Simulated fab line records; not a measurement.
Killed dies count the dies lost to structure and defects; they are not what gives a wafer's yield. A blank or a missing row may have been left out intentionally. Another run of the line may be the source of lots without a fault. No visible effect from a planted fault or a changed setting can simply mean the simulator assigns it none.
A lot that was struck, set against a sound lot | flow n5_finfet | 18 steps out of a route of 1938
Sound: wafers L762.1, L762.3, L762.5. Struck: wafers L779.1, L779.2. (L779.5 of the same lot was not struck and is left out.) The cause comes at the end.
Per side, at each step with rows, come the tool, then ch with its chambers, and then its first start. Under that, the readings that differ: sound wafers | struck wafers | difference of the means | sigmas: that difference in standard deviations of wafers without a fault.
alike: readings with means less than 2 such deviations apart, plus words and numbers identical on both sides. not compared: withheld readings, readings lacking a value on some wafer, bounds such as >300 that could conceal the same value, and numbers that have no deviation in the record and whose values overlap.
The two part at a step that has a row with sigmas, a row that says differs or no value, or rows on one side only. When numbers do not overlap yet have no deviation, they are printed without sigmas and do not part them. A reading that every wafer of one side lacks parts them only if that side has two wafers or more.

N5_BEOL_M3_ANNEAL_82: time 240 s.
  sound on pvd_sputter-01 at day 8 11:26; struck on pvd_sputter-02 at day 12 09:14
  alike: heater_power_w
then, 1 step without rows for these wafers: N5_BEOL_M3_SPUTTER_86 (material Cu, target thk 4.5 nm, time 8.29 s).
N5_BEOL_M3_ANNEAL_87: time 240 s.
  sound on pvd_sputter-01 at day 8 11:40; struck on pvd_sputter-02 at day 12 09:27
  alike: heater_power_w
then, 5 steps without rows for these wafers: N5_BEOL_M3_SPUTTER_88 (material Cu, target thk 4.5 nm, time 8.29 s); N5_BEOL_M3_ANNEAL_89 (time 240 s); N5_BEOL_M3_SPUTTER_90 (material Cu, target thk 4.5 nm, time 8.29 s); N5_BEOL_M3_ANNEAL_91 (time 240 s); N5_BEOL_M3_SPUTTER_92 (material Cu, target thk 4.5 nm, time 8.29 s).
N5_BEOL_M3_ANNEAL_93: time 240 s.
  sound on pvd_sputter-01 at day 8 12:19; struck on pvd_sputter-02 at day 12 10:07
  alike: heater_power_w
N5_BEOL_M3_SPUTTER_94: material Cu, target thk 4.5 nm, time 8.29 s.
  sound on pvd_sputter-01 at day 8 12:28; struck on pvd_sputter-02 at day 12 10:15
  alike: throttle_valve_pct
then, 1 step without rows for these wafers: N5_BEOL_M3_ANNEAL_95 (time 240 s).
N5_BEOL_M3_SPUTTER_96: material Cu, target thk 4.5 nm, time 8.29 s.
  sound on pvd_sputter-01 at day 8 12:41; struck on pvd_sputter-02 at day 12 10:28
  alike: throttle_valve_pct
N5_BEOL_M3_ECD_50: material Cu, target thk 300 nm.
  sound on ecd_cu-02 ch 0, day 8 12:47; struck on ecd_cu-01 ch 0,1, day 12 10:40
  reading                                | sound             | struck      | difference | sigmas
  model.Cu_of_BEOL_M3_ECD_50.thk_nm (nm) | 302.8 300.2 304.8 | 175.8 180.4 | -124.5     |
then, 1 step without rows for these wafers: N5_BEOL_M3_ANNEAL_51 (time 90 s).
N5_BEOL_M3_CMP_52: polishes, stops on SiOC, t overpolish 6.8 s, target thk 40 nm.
  sound on cmp-04 ch 1,3, day 8 13:13; struck on cmp-01 ch 0,2, day 12 11:23
  reading                | sound    | struck | difference | sigmas
  time_to_endpoint_s (s) | 67 59 63 | 33 33  | -30        | -8
  alike: motor_current_A
N5_BEOL_M3_THK_MEAS_53: measures by xrf.
  sound on film_metro-02 at day 8 13:28; struck on film_metro-02 at day 12 11:41
  alike: M3_THK
N5_BEOL_M4_RC_MEAS_101:
  sound on prober-02 ch 0, day 9 01:32; struck on prober-01 ch 0, day 12 22:38
  alike: DIBL_N, DIBL_P, IOFF_N, IOFF_P, ION_N, ION_P, SS_N, SS_P, VT_N, VT_P
N5_PASSIVATION_PROBE_49:
  rows exist in the record for the sound wafers here (prober-02, day 13 13:54), none for the struck ones

## WHERE THEY PART
At N5_BEOL_M3_CMP_52 first; at N5_PASSIVATION_PROBE_49 last (within this record only).

WHY: the cause the simulator had injected
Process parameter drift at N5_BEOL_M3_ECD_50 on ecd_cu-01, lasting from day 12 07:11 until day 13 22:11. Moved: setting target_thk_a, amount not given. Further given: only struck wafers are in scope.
